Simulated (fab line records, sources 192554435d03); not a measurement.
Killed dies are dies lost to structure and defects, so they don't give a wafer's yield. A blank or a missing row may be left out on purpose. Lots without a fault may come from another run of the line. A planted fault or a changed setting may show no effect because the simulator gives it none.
Chamber matching | flow n5_finfet | N5_BEOL_M9_ETCH_76 on rie_diel-05: 4 sister chambers
The step etches underlayer in N2/H2, target depth 6.5 nm, time 5.2 s. 20 wafers are shown with their chamber, then 10 later ones without.

WAFERS WITH THEIR CHAMBER
wafer  | chamber | drypump_motor_current_A (A) | showerhead_plenum_p_Torr (Torr) | etch_rf_on_time_s (s)
L075.1 | 0       | 6.1                         | 2.61                            | 5.35
L075.4 | 0       | 6.1                         | 2.61                            | 5.34
L075.6 | 2       | 5.0                         | 2.40                            | 5.08
L080.1 | 1       | 6.0                         | 2.52                            | 5.12
L080.2 | 0       | 6.1                         | 2.61                            | 5.36
L080.3 | 3       | 5.8                         | 2.59                            | 5.11
L080.4 | 2       | 5.0                         | 2.40                            | 4.99
L080.5 | 3       | 5.8                         | 2.59                            | 5.12
L080.6 | 2       | 5.0                         | 2.40                            | 5.01
L087.1 | 2       | 5.1                         | 2.40                            | 5.01
L087.4 | 3       | 5.8                         | 2.59                            | 5.07
L087.5 | 1       | 6.0                         | 2.52                            | 5.08
L086.1 | 2       | 5.0                         | 2.40                            | 5.03
L086.4 | 2       | 5.1                         | 2.40                            | 5.08
L086.5 | 1       | 6.0                         | 2.52                            | 5.14
L090.1 | 1       | 6.0                         | 2.51                            | 5.21
L090.2 | 3       | 5.8                         | 2.58                            | 5.18
L090.3 | 0       | 6.1                         | 2.60                            | 5.29
L090.4 | 2       | 5.0                         | 2.39                            | 5.06
L090.5 | 2       | 5.1                         | 2.39                            | 5.08

SIGNATURES (means of the wafers above)
reading                  | chamber 0 | chamber 1 | chamber 2 | chamber 3 | scatter within a chamber
drypump_motor_current_A  | 6.100     | 6.000     | 5.037     | 5.800     | 0.0342
showerhead_plenum_p_Torr | 2.6075    | 2.5175    | 2.3975    | 2.5875    | 0.00484
etch_rf_on_time_s        | 5.3350    | 5.1375    | 5.0425    | 5.1200    | 0.0415
Rule: a wafer's distance from a chamber is the root of the sum, over the readings, of the square of ((its reading less the chamber's mean) divided by the reading's scatter). The wafer belongs to the nearest chamber; if the next one is less than 2 further off, it can't be placed. The scatter: the root of (the sum of the squares of (reading less its chamber's mean) over the shown wafers, divided by (wafers less chambers)).

WAFERS WITHOUT THEIR CHAMBER
wafer  | drypump_motor_current_A (A) | showerhead_plenum_p_Torr (Torr) | etch_rf_on_time_s (s)
L090.6 | 5.8                         | 2.58                            | 5.07
L088.3 | 5.0                         | 2.39                            | 5.13
L088.5 | 6.0                         | 2.51                            | 5.22
L088.6 | 6.1                         | 2.60                            | 5.33
L092.2 | 6.0                         | 2.51                            | 5.16
L092.3 | 5.8                         | 2.58                            | 5.16
L092.6 | 6.1                         | 2.60                            | 5.37
L097.1 | 6.0                         | 2.51                            | 5.20
L097.3 | 5.8                         | 2.58                            | 5.20
L097.4 | 5.0                         | 2.39                            | 5.11

WHICH CHAMBER EACH WENT THROUGH
wafer  | from the rows above | in truth
L090.6 | 3                   | 3
L088.3 | 2                   | 2
L088.5 | 1                   | 1
L088.6 | 0                   | 0
L092.2 | 1                   | 1
L092.3 | 3                   | 3
L092.6 | 0                   | 0
L097.1 | 1                   | 1
L097.3 | 3                   | 3
L097.4 | 2                   | 2
Placed correctly: 10 of 10. Can't be placed from these rows: 0. Placed wrongly: 0.
